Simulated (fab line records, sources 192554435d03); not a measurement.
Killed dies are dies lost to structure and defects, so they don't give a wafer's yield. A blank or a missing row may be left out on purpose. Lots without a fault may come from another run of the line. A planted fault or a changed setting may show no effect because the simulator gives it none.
Chamber matching | flow n5_finfet | N5_BEOL_M15_DESCUM_15 on rie_diel-01: 4 sister chambers
The step chemistry O2, time 7.9 s. 27 wafers are shown with their chamber, then 12 later ones without.

WAFERS WITH THEIR CHAMBER
wafer  | chamber | drypump_motor_current_A (A) | showerhead_plenum_p_Torr (Torr) | oes_product_au (a.u.)
L077.1 | 3       | 5.7                         | 2.00                            | 0.71
L077.2 | 0       | 5.3                         | 2.11                            | 0.80
L077.5 | 1       | 5.5                         | 2.08                            | 0.71
L078.2 | 2       | 5.4                         | 2.06                            | 0.97
L078.5 | 1       | 5.5                         | 2.08                            | 0.70
L078.6 | 2       | 5.4                         | 2.06                            | 0.97
L080.2 | 2       | 5.4                         | 2.06                            | 0.95
L080.5 | 0       | 5.3                         | 2.10                            | 0.77
L080.6 | 1       | 5.5                         | 2.08                            | 0.70
L081.2 | 1       | 5.5                         | 2.07                            | 0.69
L081.4 | 0       | 5.3                         | 2.10                            | 0.77
L081.5 | 3       | 5.6                         | 1.99                            | 0.70
L085.1 | 0       | 5.3                         | 2.10                            | 0.77
L085.2 | 3       | 5.7                         | 1.99                            | 0.69
L085.6 | 0       | 5.3                         | 2.10                            | 0.78
L087.3 | 3       | 5.7                         | 1.99                            | 0.69
L087.4 | 0       | 5.3                         | 2.10                            | 0.77
L087.5 | 1       | 5.5                         | 2.07                            | 0.70
L086.3 | 0       | 5.3                         | 2.10                            | 0.77
L086.4 | 2       | 5.4                         | 2.05                            | 0.92
L086.5 | 1       | 5.5                         | 2.07                            | 0.70
L088.2 | 2       | 5.4                         | 2.05                            | 0.93
L088.4 | 3       | 5.7                         | 1.99                            | 0.69
L088.5 | 0       | 5.3                         | 2.10                            | 0.77
L091.1 | 1       | 5.5                         | 2.07                            | 0.69
L091.2 | 0       | 5.3                         | 2.10                            | 0.76
L091.3 | 2       | 5.4                         | 2.05                            | 0.91

SIGNATURES (means of the wafers above)
reading                  | chamber 0 | chamber 1 | chamber 2 | chamber 3 | scatter within a chamber
drypump_motor_current_A  | 5.300     | 5.500     | 5.400     | 5.680     | 0.0187
showerhead_plenum_p_Torr | 2.1011    | 2.0743    | 2.0550    | 1.9920    | 0.00462
oes_product_au           | 0.7733    | 0.6986    | 0.9417    | 0.6960    | 0.0146
Rule: a wafer's distance from a chamber is the root of the sum, over the readings, of the square of ((its reading less the chamber's mean) divided by the reading's scatter). The wafer belongs to the nearest chamber; if the next one is less than 2 further off, it can't be placed. The scatter: the root of (the sum of the squares of (reading less its chamber's mean) over the shown wafers, divided by (wafers less chambers)).

WAFERS WITHOUT THEIR CHAMBER
wafer  | drypump_motor_current_A (A) | showerhead_plenum_p_Torr (Torr) | oes_product_au (a.u.)
L092.1 | 5.4                         | 2.05                            | 0.89
L092.2 | 5.3                         | 2.10                            | 0.75
L092.3 | 5.7                         | 1.99                            | 0.68
L094.1 | 5.3                         | 2.09                            | 0.75
L094.5 | 5.4                         | 2.05                            | 0.90
L094.6 | 5.7                         | 1.98                            | 0.68
L097.2 | 5.3                         | 2.09                            | 0.75
L097.4 | 5.4                         | 2.05                            | 0.89
L097.5 | 5.4                         | 2.05                            | 0.88
L095.2 | 5.7                         | 1.98                            | 0.67
L095.3 | 5.4                         | 2.05                            | 0.88
L095.4 | 5.5                         | 2.06                            | 0.68

WHICH CHAMBER EACH WENT THROUGH
wafer  | from the rows above | in truth
L092.1 | 2                   | 2
L092.2 | 0                   | 0
L092.3 | 3                   | 3
L094.1 | 0                   | 0
L094.5 | 2                   | 2
L094.6 | 3                   | 3
L097.2 | 0                   | 0
L097.4 | 2                   | 2
L097.5 | 2                   | 2
L095.2 | 3                   | 3
L095.3 | 2                   | 2
L095.4 | 1                   | 1
Placed correctly: 12 of 12. Can't be placed from these rows: 0. Placed wrongly: 0.
